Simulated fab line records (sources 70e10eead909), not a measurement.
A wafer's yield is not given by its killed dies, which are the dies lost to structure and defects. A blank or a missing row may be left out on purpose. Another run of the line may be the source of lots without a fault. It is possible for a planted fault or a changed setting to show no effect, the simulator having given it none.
fab line records    flow nand_harc    part 2 of 2: steps 24 to 31 of 31
record lots=5  wafers=15  last_day=25
route steps=1159 shown A_CONTACT@954 A_BLC@964
lots that met no fault: taken from a fault-free run of the same line
start_h: start of the lot's first displayed wafer, in hours after the record's first day    wait_h: hours elapsed since this lot's preceding step    " identical to the entry in the row above    L1.1+2: one row covering several wafers at once    - no value, or no start given    * or withheld: withheld    < > ~ a bound
route shown NAME@n: names a module that has steps shown in the file, with the first one's number in the route    usual: mean/standard deviation taken from wafers without a fault    same: alike in all rows    chamber/n: place in a boat    sites: readings site by site    _std_site: how widely they spread, as a standard deviation    _edge_site: inner sites' mean taken away from outer sites' mean    radius_mm: for every site, how far away it sits from the centre of the wafer    mask NAME#n: copy n    behind: tool/chamber where the wafer was last shaped    hold: cause of the lot's hold/its duration in hours/its outcome    device: which transistor (n, p or np) failed to switch    end of line: tests of these same wafers at the route's end    where a step has no rows: the recipe by itself    killed: not the wafer's yield, but the dies lost to structure and defects at the first sort    map: dies across one wafer; x = killed, . = not, _ = none there
set.NAME: the setting that was run; set.NAME@STEP: the one run at that earlier step    model.NAME: the simulator's own value behind a step, which no gauge read
lots at selected steps of the route; one table per step, one row per wafer
services: the hour from which a tool's chamber was out of use, counted from the record's first day as start_h (under 0 if before that day), plus the number of hours and why
## steps
# step NHARC_A_BLC_ETCH_16
# recipe target_depth_a=390  over_etch_frac=0.3  time_s=65  ion_energy_ev=80  cf4_flow_sccm=150  ar_flow_sccm=0  rf_w=300  bias_w=100  chemistry=CF4
# usual drypump_motor_current_A=5.6/0.4  oes_product_au=0.997/0.012  rf_vpp_V=151.2/1.1  showerhead_plenum_p_Torr=1.78/0.057  throttle_valve_pct=13.285/0.0091
# same over_etch_frac=0.3
lot.wafer  tool         chamber  start_h  wait_h  drypump_motor_current_A  oes_product_au  rf_hours_counter_h  rf_vpp_V  showerhead_plenum_p_Torr  throttle_valve_pct
L077.1     rie_diel-01  1        419.34   0.1     5.7                      0.989           11                  153.0     1.82                      13.290
L077.4     "            2        "        "       5.4                      1.009           11                  148.3     1.76                      13.287
L077.2     "            3        "        "       4.9                      0.985           10                  149.6     1.70                      13.275
L082.2     rie_diel-01  2        447.31   0.1     5.4                      0.994           15                  151.7     1.76                      13.293
L082.1     "            3        "        "       4.9                      0.987           13                  150.9     1.70                      13.293
L082.6     "            2        "        "       5.4                      1.005           -                   151.5     1.76                      13.275
L085.4     rie_diel-01  3        453.20   0.1     4.9                      0.975           -                   149.6     1.70                      13.288
L085.5     "            1        "        "       5.7                      0.973           -                   150.9     1.82                      13.285
L085.6     "            2        "        "       5.4                      1.000           -                   150.7     1.76                      13.270
L086.4     rie_diel-04  2        455.62   0.1     5.4                      1.000           15                  151.0     1.79                      13.271
L086.3     "            1        "        "       5.7                      0.996           13                  150.1     1.79                      13.296
L086.5     "            2        "        "       5.4                      0.995           -                   151.8     1.79                      13.275
L096.4     rie_diel-01  2        536.92   0.1     5.4                      1.006           3                   150.0     1.75                      13.298
L096.1     "            0        "        "       5.3                      0.990           3                   152.4     1.82                      13.288
L096.2     "            1        "        "       5.7                      1.004           3                   150.6     1.81                      13.285
# step NHARC_A_BLC_ETCH_17
# recipe target_depth_a=3900  over_etch_frac=0.25  time_s=609.38  ion_energy_ev=200  n2_flow_sccm=150  h2_flow_sccm=150  ar_flow_sccm=0  rf_w=400  bias_w=150  chemistry=N2/H2
# usual drypump_motor_current_A=5.6/0.42  oes_product_au=0.996/0.01  rf_vpp_V=431.1/2.2  showerhead_plenum_p_Torr=2.06/0.076  throttle_valve_pct=14.172/0.0092
# same over_etch_frac=0.25
lot.wafer  tool         chamber  start_h  wait_h  drypump_motor_current_A  oes_product_au  rf_hours_counter_h  rf_vpp_V  showerhead_plenum_p_Torr  throttle_valve_pct
L077.2     rie_diel-01  3        -        -       4.9                      0.980           10                  428.0     1.95                      14.179
L077.4     "            0        "        "       5.3                      0.989           10                  432.5     2.11                      14.187
L077.1     "            1        "        "       5.7                      0.980           11                  432.1     2.10                      14.170
L082.1     rie_diel-01  3        -        -       4.9                      0.987           13                  426.7     1.95                      14.160
L082.2     "            2        "        "       5.4                      1.008           15                  429.9     2.02                      14.184
L082.6     "            3        "        "       4.9                      0.989           -                   427.8     1.95                      14.164
L085.5     rie_diel-01  1        -        -       5.6                      0.985           -                   432.1     2.10                      14.168
L085.6     "            2        "        "       5.4                      0.997           -                   430.8     2.02                      14.170
L085.4     "            3        "        "       4.9                      0.986           -                   427.7     1.95                      14.165
L086.3     rie_diel-04  0        -        -       6.2                      0.996           16                  434.4     2.19                      14.160
L086.4     "            1        "        "       5.7                      0.994           13                  432.7     2.07                      14.176
L086.5     "            0        "        "       6.2                      1.003           -                   435.0     2.19                      14.163
L096.4     rie_diel-01  3        -        -       5.0                      0.995           3                   428.5     1.95                      14.176
L096.2     "            0        "        "       5.3                      0.984           3                   430.6     2.11                      14.175
L096.1     "            1        "        "       5.7                      0.994           3                   432.4     2.10                      14.160
# step NHARC_A_BLC_ETCH_18
# recipe target_depth_a=9100  c4f8_flow_sccm=20  o2_flow_sccm=10  ar_flow_sccm=withheld  rf_w=600  bias_w=1500  chemistry=C4F8/O2/Ar
# usual oes_product_au=0.945/0.021  rf_vpp_V=979/4.6
lot.wafer  tool         chamber  start_h  wait_h  oes_product_au  rf_hours_counter_h  rf_vpp_V
L077.4     rie_diel-01  0        -        -       0.907           10                  983
L077.1     "            1        "        "       0.919           12                  982
L077.2     "            3        "        "       0.906           11                  974
L082.1     rie_diel-01  1        -        -       0.914           14                  981
L082.2     "            2        "        "       0.925           15                  978
L082.6     "            3        "        "       0.904           -                   972
L085.5     rie_diel-01  2        -        -       0.972           -                   978
L085.6     "            3        "        "       0.946           -                   972
L085.4     "            1        "        "       0.948           -                   981
L086.4     rie_diel-04  2        -        -       0.950           15                  980
L086.3     "            3        "        "       0.967           16                  980
L086.5     "            2        "        "       0.963           -                   981
L096.4     rie_diel-01  1        -        -       0.961           3                   982
L096.2     "            2        "        "       0.965           3                   975
L096.1     "            3        "        "       0.953           4                   972
# step NHARC_A_BLC_CD_MEAS_19
# usual cd_nm=99.1/2.8
lot.wafer  tool       chamber  start_h  wait_h  cd_nm
L077.1     cd_sem-02  -        420.23   -       100.4
L077.2     "          -        "        "       98.8
L077.4     "          -        "        "       105.1
L082.1     cd_sem-02  -        448.36   -       99.0
L082.2     "          -        "        "       96.6
L082.6     "          -        "        "       95.1
L085.4     cd_sem-02  -        454.23   -       99.7
L085.5     "          -        "        "       96.5
L085.6     "          -        "        "       94.3
L086.3     cd_sem-03  -        456.51   -       96.6
L086.4     "          -        "        "       96.8
L086.5     "          -        "        "       96.1
L096.1     cd_sem-02  -        537.81   -       99.1
L096.2     "          -        "        "       97.5
L096.4     "          -        "        "       101.0
# step NHARC_A_BLC_STRIP_29
# recipe cf4_flow_sccm=150  ar_flow_sccm=0  bias_w=0  chemistry=CF4
# usual drypump_motor_current_A=5.6/0.35  oes_product_au=0.996/0.01  rf_vpp_V=59.4/0.85  showerhead_plenum_p_Torr=1.80/0.048  throttle_valve_pct=13.285/0.008
lot.wafer  tool         chamber  start_h  wait_h  drypump_motor_current_A  oes_product_au  rf_hours_counter_h  rf_vpp_V  showerhead_plenum_p_Torr  throttle_valve_pct
L077.2     rie_diel-01  2        420.30   0.1     5.4                      1.009           12                  59.1      1.76                      13.287
L077.4     "            3        "        "       4.9                      0.993           11                  59.4      1.70                      13.287
L077.1     "            0        "        "       5.3                      0.995           10                  59.3      1.82                      13.289
L082.1     rie_diel-01  1        448.64   0.3     5.7                      0.990           15                  59.2      1.82                      13.280
L082.2     "            3        "        "       4.9                      0.992           14                  60.3      1.70                      13.284
L082.6     "            2        "        "       5.4                      1.007           -                   59.6      1.76                      13.277
L085.4     rie_diel-05  0        454.33   0.1     5.4                      0.995           27                  58.7      1.69                      13.292
L085.5     "            1        "        "       6.5                      1.015           -                   59.1      1.84                      13.286
L085.6     "            2        "        "       6.1                      1.003           -                   58.6      1.71                      13.289
L086.4     rie_diel-04  2        456.59   0.1     5.4                      0.994           15                  60.6      1.79                      13.289
L086.3     "            1        "        "       5.7                      0.994           13                  59.2      1.79                      13.282
L086.5     "            2        "        "       5.4                      1.005           -                   58.9      1.79                      13.280
L096.1     rie_diel-01  1        537.88   0.1     5.7                      0.991           3                   59.2      1.81                      13.270
L096.4     "            2        "        "       5.4                      1.014           3                   59.4      1.75                      13.280
L096.2     "            0        "        "       5.3                      0.972           3                   60.2      1.82                      13.285
# step NHARC_A_BLC_STRIP_21
# recipe o2_flow_sccm=500  ar_flow_sccm=0  bias_w=0  chemistry=O2
# usual drypump_motor_current_A=5.6/0.36  oes_product_au=0.994/0.01  rf_vpp_V=57.9/0.85  showerhead_plenum_p_Torr=3.59/0.099  throttle_valve_pct=17.037/0.0092
lot.wafer  tool         chamber  start_h  wait_h  drypump_motor_current_A  oes_product_au  rf_hours_counter_h  rf_vpp_V  showerhead_plenum_p_Torr  throttle_valve_pct
L077.2     rie_diel-01  0        420.41   0.1     5.3                      0.981           11                  59.0      3.64                      17.039
L077.1     "            2        "        "       5.4                      1.008           12                  58.2      3.51                      17.034
L077.4     "            3        "        "       4.9                      0.980           11                  56.7      3.39                      17.042
L082.2     rie_diel-01  2        448.92   0.2     5.4                      1.004           16                  57.6      3.50                      17.044
L082.1     "            1        "        "       5.7                      0.996           15                  56.7      3.62                      17.043
L082.6     "            2        "        "       5.4                      1.000           -                   56.8      3.50                      17.041
L085.4     rie_diel-05  0        454.40   0.1     5.4                      0.993           27                  57.2      3.36                      17.035
L085.6     "            0        "        "       5.4                      0.991           -                   56.2      3.36                      17.038
L085.5     "            1        "        "       6.5                      1.017           -                   58.9      3.67                      17.052
L086.3     rie_diel-04  3        456.71   0.1     5.8                      0.996           16                  58.1      3.57                      17.031
L086.4     "            1        "        "       5.7                      0.997           13                  59.4      3.58                      17.029
L086.5     "            2        "        "       5.4                      1.003           -                   56.2      3.58                      17.032
L096.4     rie_diel-01  2        538.00   0.1     5.4                      1.004           3                   57.8      3.50                      17.029
L096.1     "            3        "        "       5.0                      0.985           4                   58.4      3.38                      17.045
L096.2     "            0        "        "       5.3                      0.979           3                   58.9      3.63                      17.056
# step NHARC_A_BLC_STRIP_22
# recipe time_s=600  temp_c=30  chemistry=post_etch_residue_remover
lot.wafer   tool          chamber  start_h  wait_h
L077.1+2+4  wet_bench-02  1,3,5    420.56   -
L082.6+2+1  wet_bench-06  5,6,0    449.09   -
L085.6+5+4  wet_bench-06  6,7,3    454.56   -
L086.4+3+5  wet_bench-02  3,5,6    456.85   -
L096.1+2+4  wet_bench-06  4,6,7    538.14   -
# step NHARC_A_BLC_DEGAS_30
# recipe temp_c=300  time_s=60
# usual heater_power_w=484/35
lot.wafer  tool            chamber  start_h  wait_h  heater_power_w
L077.1     pvd_sputter-01  -        420.84   -       476
L077.2     "               -        "        "       489
L077.4     "               -        "        "       489
L082.1     pvd_sputter-03  -        449.37   -       457
L082.2     "               -        "        "       531
L082.6     "               -        "        "       538
L085.4     pvd_sputter-03  -        454.86   -       516
L085.6     "               -        "        "       557
L085.5     "               -        "        "       480
L086.3     pvd_sputter-01  -        457.12   -       479
L086.4     "               -        "        "       489
L086.5     "               -        "        "       476
L096.1     pvd_sputter-01  -        538.41   -       497
L096.4     "               -        "        "       499
L096.2     "               -        "        "       476
## services
tool            chamber  start_h  hours  kind
wet_bench-01    -        389.60   8.0    pm
cmp-04          -        399.15   4.0    pm
rie_diel-01     0        417.19   1.7    repair
cmp-04          -        421.29   1.1    repair
cmp-04          -        427.32   1.1    repair
rie_diel-04     1        436.02   14.3   repair
cmp-04          -        442.67   0.4    repair
litho_track-01  -        443.00   7.0    pm
rie_diel-01     0        443.66   13.7   repair
rie_diel-13     -        453.05   9.0    pm
rie_diel-01     1        457.88   3.1    repair
cmp-04          -        462.02   2.8    repair
rie_diel-04     -        465.90   9.0    pm
litho_track-06  -        467.00   7.0    pm
cmp-04          -        471.67   2.5    repair
rie_diel-08     -        478.98   9.0    pm
rie_diel-13     3        489.67   2.4    repair
litho_track-04  -        491.00   7.0    pm
rie_diel-01     -        491.80   9.0    pm
cmp-04          -        495.42   3.3    repair
cvd_w-02        0        495.44   10.2   repair
ald_metal-03    -        500.00   10.0   pm
rie_diel-04     -        503.97   1.7    repair
rie_diel-13     0        525.76   2.4    repair
